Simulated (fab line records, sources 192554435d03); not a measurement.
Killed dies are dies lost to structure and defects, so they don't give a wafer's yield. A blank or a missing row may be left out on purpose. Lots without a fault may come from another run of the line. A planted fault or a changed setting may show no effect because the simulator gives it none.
A struck lot beside a sound one | flow n5_finfet | 16 steps out of a route of 1938
Sound: wafers L792.2, L792.3, L792.4. Struck: wafers L790.3, L790.5, L790.6. The cause comes at the end.
At each step with rows: each side's tool, then ch and its chambers, then its first start. Under that, the readings that differ: sound wafers | struck wafers | difference of the means | sigmas: that difference in standard deviations of wafers without a fault.
alike: readings whose means differ by less than 2 such deviations, and words and numbers that are the same on both sides. not compared: withheld readings, readings that some wafer has no value for, bounds like >300 that may hide the same value, and numbers for which the record gives no deviation and whose values overlap.
The two part at a step that has a row with sigmas, a row that says differs or no value, or rows on one side only. Numbers that don't overlap but have no deviation are shown without sigmas and don't part them. A reading that every wafer of one side lacks parts them only if that side has two wafers or more.

first, 2 steps without rows for these wafers: N5_GATE_CUT_PEB_11 (peb time 60 s); N5_GATE_CUT_DEVELOP_12 (develop time 30 s).
N5_GATE_CUT_CD_MEAS_13: target cd 20 nm.
  sound on cd_sem-02 ch 0, day 9 04:38; struck on cd_sem-03 ch 0, day 8 15:37
  alike: cd_nm
N5_GATE_CUT_OVL_MEAS_14:
  sound on overlay-01 ch 0, day 9 04:40; struck on overlay-01 ch 0, day 8 15:38
  alike: GATE_CUT_OVL
N5_GATE_CUT_INSPECT_15: inspects for defects (brightfield).
  sound on defect_inspect-02, day 9 04:43; struck on defect_inspect-02, day 8 15:41
  alike: raw_defect_count
N5_GATE_CUT_DESCUM_18: chemistry O2, time 7 s.
  sound on rie_diel-06 ch 1,2,3, day 9 04:46; struck on rie_diel-06 ch 1,2, day 8 15:44
  alike: bias_power_w, drypump_motor_current_A, oes_product_au, rf_vpp_V, showerhead_plenum_p_Torr, throttle_valve_pct
  not compared: rf_hours_counter_h
N5_GATE_CUT_ETCH_28: etches underlayer in N2/H2, target depth 13 nm, time 10.4 s.
  sound on rie_diel-06 ch 1,2,3, day 9 04:47; struck on rie_diel-06 ch 1,2, day 8 15:46
  alike: drypump_motor_current_A, etch_rf_on_time_s, oes_product_au, rf_vpp_V, showerhead_plenum_p_Torr, throttle_valve_pct
  not compared: rf_hours_counter_h
N5_GATE_CUT_ETCH_36: etches SiARC in CF4, target depth 13 nm, time 21.7 s.
  sound on rie_diel-06 ch 1,2,3, day 9 04:49; struck on rie_diel-06 ch 1,2, day 8 15:47
  alike: drypump_motor_current_A, etch_rf_on_time_s, oes_product_au, rf_vpp_V, showerhead_plenum_p_Torr, throttle_valve_pct
  not compared: rf_hours_counter_h
N5_GATE_CUT_ETCH_37: etches SOC in N2/H2, target depth 60 nm, overetch 12 nm, time 90 s.
  sound on rie_diel-06 ch 1,2,3, day 9 04:50; struck on rie_diel-06 ch 1,2, day 8 15:49
  alike: drypump_motor_current_A, oes_product_au, rf_vpp_V, showerhead_plenum_p_Torr, throttle_valve_pct
  not compared: rf_hours_counter_h
then, 3 steps without rows for these wafers: N5_GATE_CUT_STRIP_38 (strips in N2/H2); N5_GATE_CUT_STRIP_39 (strips in N2/H2); N5_GATE_CUT_HM_OPEN_40 (chemistry C4F6/O2, target SiO2, target depth 139 nm, time 85.1 s).
N5_GATE_CUT_STRIP_41: strips in CF4.
  sound on rie_diel-06 ch 1,2,3, day 9 04:59; struck on rie_diel-06 ch 1,2, day 8 15:57
  no value came back on the struck wafers for any of 8 readings (bias_power_w (W), cf4_flow_sccm (sccm) and others); on the sound wafers bias_power_w (W) reads 75.14 75.09 75.22
N5_GATE_CUT_STRIP_42: strips in O2.
  sound on rie_diel-06 ch 1,2,3, day 9 05:00; struck on rie_diel-06 ch 1,2, day 8 15:58
  alike: chamber_pressure_mTorr, drypump_motor_current_A, oes_product_au, rf_vpp_V, showerhead_plenum_p_Torr, throttle_valve_pct
  not compared: rf_hours_counter_h
-- the record jumps here: 6 days lie between the struck wafers' starts before and after (it left off in module GATE_CUT and takes up again in module BEOL_M4, whose first step shown is number 1111 of the route) --
N5_BEOL_M4_RC_MEAS_101:
  sound on prober-01 ch 0, day 15 12:49; struck on prober-02 ch 0, day 14 15:12
  reading   | sound          | struck         | difference | sigmas
  VT_P (mV) | -248 -250 -252 | -244 -243 -239 | +8         | +2
  alike: DIBL_N, DIBL_P, IOFF_N, IOFF_P, ION_N, ION_P, SS_N, SS_P, VT_N
-- the record jumps here: 5 days lie between the struck wafers' starts before and after (it left off in module BEOL_M4 and takes up again in module PASSIVATION, whose first step shown is number 1936 of the route) --
N5_PASSIVATION_PROBE_49:
  the record has rows for the struck wafers here (prober-01, day 19 04:13) and none for the sound ones

WHERE THEY PART
First at N5_GATE_CUT_STRIP_41; last, within this record, at N5_PASSIVATION_PROBE_49.

WHY: what the simulator had put in
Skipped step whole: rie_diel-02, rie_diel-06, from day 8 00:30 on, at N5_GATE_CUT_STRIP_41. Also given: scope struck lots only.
